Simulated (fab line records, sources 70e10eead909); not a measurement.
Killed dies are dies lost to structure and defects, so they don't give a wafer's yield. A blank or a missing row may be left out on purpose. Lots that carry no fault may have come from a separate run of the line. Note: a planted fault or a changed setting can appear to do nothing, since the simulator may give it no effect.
8D (eight disciplines) problem report, filled in by code || flow nand-harc || the parts of the form that need people (team, actions taken, sign-off) are left out

## 1. WHAT IS WRONG
NHARC_THIN_TSV_ETCH_59, oes-product-au: mean 0.957 a.u. over 1 wafer from 1 lot; wafers with no fault: 1.000 a.u., standard deviation 0.0063. That puts it -6.8 standard deviations away from the usual mean.
The step: etches the open film in Cl2/BCl3, target depth 880 nm, time 138.1 s.
First observed at day 22 23:20: wafer L296.5, on rie-metal-03. Wafers with a number at this step in the record: 39, from 13 lots. The rule behind "out" and "out of limits": a value lying over 4 standard deviations away from the usual mean. The rest of the wafers with a number are treated as sound.

## 2. WHAT IT IS AND WHAT IT IS NOT
{"question": "which readings at this step", "is": "oes-product-au", "is not": "chamber-pressure-mTorr, drypump-motor-current-A, throttle-valve-pct"}
{"question": "which lots", "is": "L296", "is not": "L282, L283, L284, L286, L287, L288, L289, L301, L302, L303, L304, L305"}
{"question": "which wafers of those lots", "is": "L296.5", "is not": "L296.3, L296.4"}
{"question": "read on which tools", "is": "rie-metal-03", "is not": "rie-metal-01, rie-metal-02"}
{"question": "when", "is": "from day 22 23:20", "is not": "up to then (23 sound wafers); but 15 sound wafers of L301, L302, L303, L304, L305 came after"}

## 3. WHAT RULES OUT EACH SUSPECT
Counting: if a tool at a process step up to the reading ran every lot that is out, it stays a suspect. Sound lots after the first of them don't rule it out here, since some wafers of a struck lot are sound.
- plasma-asher-01 at NHARC_THIN_TSV_STRIP_62 (strips in N2/H2, time 20 s): kept. The lot that is out, L296, ran on it at day 22 19:43; the last sound lot it ran before that was L287, at day 19 19:50.
- rie-metal-03 at NHARC_THIN_TSV_ETCH_59 (etches the open film in Cl2/BCl3, target depth 880 nm, time 138.1 s): kept. The lot that is out, L296, ran on it at day 22 23:20; the last sound lot it ran before that was L289, at day 20 10:55. Its own oes-product-au readings are out on those wafers.
After counting, plasma-asher-01 at NHARC_THIN_TSV_STRIP_62 and rie-metal-03 at NHARC_THIN_TSV_ETCH_59 remain.

## 4. THE CAUSE (what the simulator had put in)
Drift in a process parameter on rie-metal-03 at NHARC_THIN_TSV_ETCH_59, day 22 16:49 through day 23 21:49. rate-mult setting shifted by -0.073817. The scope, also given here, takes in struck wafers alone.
2 suspects survive the count, and this tool is in that group.

## 5. THE EFFECT CHAIN, in route order
Rows list readings where the struck wafers' mean (over those with a number) sits beyond 3 standard deviations from the usual. Only readings whose record carries a usual standard deviation are examined. hours: median over the lots of the time between each lot's start at the first step of this table that gives one and its start at this step. sigmas: the change, counted in usual standard deviations.
{"hours": 0, "step": "NHARC_THIN_TSV_ETCH_59", "reading": "oes-product-au", "usual": "1.000 a.u.", "on struck wafers": 0.957, "change": -0.043, "sigmas": -6.8}
{"hours": 1, "step": "NHARC_THIN_TSV_CD_MEAS_37", "reading": "cd-nm", "usual": "4999.9 nm", "on struck wafers": 5007.0, "change": "+7.1", "sigmas": "+3.2"}
Here are the process steps it includes:
- NHARC_THIN_TSV_ETCH_59: etches the open film in Cl2/BCl3, target depth 880 nm, time 138.1 s.
At these later measuring or inspecting steps, every struck wafer for which the step has a row has a number for every such reading, and none has moved that far: NHARC_THIN_TSV_INSPECT_40.

## 6. WHAT WOULD HAVE CAUGHT IT SOONER
In this record no reading fell out of limits until day 22 23:20, 7 hours after the fault had begun at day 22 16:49.
